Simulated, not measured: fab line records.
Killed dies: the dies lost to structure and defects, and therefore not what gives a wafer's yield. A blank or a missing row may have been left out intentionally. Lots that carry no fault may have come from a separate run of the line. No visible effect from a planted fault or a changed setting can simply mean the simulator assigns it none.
Chamber matching :: flow n5_finfet :: rie_diel-02 running N5_BEOL_M3_STRIP_66: 4 sister chambers
The step strips in CF4. 4 wafers are shown with their chamber, then 8 later ones without.

WAFERS, EACH WITH ITS CHAMBER
wafer: L087.6
chamber: 3
drypump_motor_current_A (A): 6.1

wafer: L089.1
chamber: 0
drypump_motor_current_A (A): 5.6

wafer: L089.6
chamber: 1
drypump_motor_current_A (A): 6.5

wafer: L091.3
chamber: 2
drypump_motor_current_A (A): 6.1

WAFERS WITHOUT THEIR CHAMBER
wafer: L091.4
drypump_motor_current_A (A): 6.1

wafer: L091.6
drypump_motor_current_A (A): 6.1

wafer: L094.1
drypump_motor_current_A (A): 6.5

wafer: L094.4
drypump_motor_current_A (A): 5.6

wafer: L094.6
drypump_motor_current_A (A): 5.6

wafer: L095.2
drypump_motor_current_A (A): 5.6

wafer: L095.5
drypump_motor_current_A (A): 5.6

wafer: L095.6
drypump_motor_current_A (A): 6.6

WHICH CHAMBER EACH ONE RAN IN
wafer: L091.4
from the rows above: can't be placed: 2 or 3
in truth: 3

wafer: L091.6
from the rows above: can't be placed: 2 or 3
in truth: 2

wafer: L094.1
from the rows above: 1
in truth: 1

wafer: L094.4
from the rows above: 0
in truth: 0

wafer: L094.6
from the rows above: 0
in truth: 0

wafer: L095.2
from the rows above: 0
in truth: 0

wafer: L095.5
from the rows above: 0
in truth: 0

wafer: L095.6
from the rows above: 1
in truth: 1
Correctly placed: 6 of 8. These rows do not allow placing 2 (true chamber among the candidates in 2). Placed wrongly: 0.
How it was worked out, from the rows above alone: a wafer's distance from a chamber is the root of the sum, over the readings, of the square of ((its reading less the chamber's mean) divided by the reading's scatter). The wafer belongs to the nearest chamber; if the next one is less than 2 further off, it can't be placed. A chamber's mean is the mean of its shown wafers. The scatter: with one shown wafer a chamber, the root of the mean of the squares of how far each hidden wafer lies from its nearest shown one.
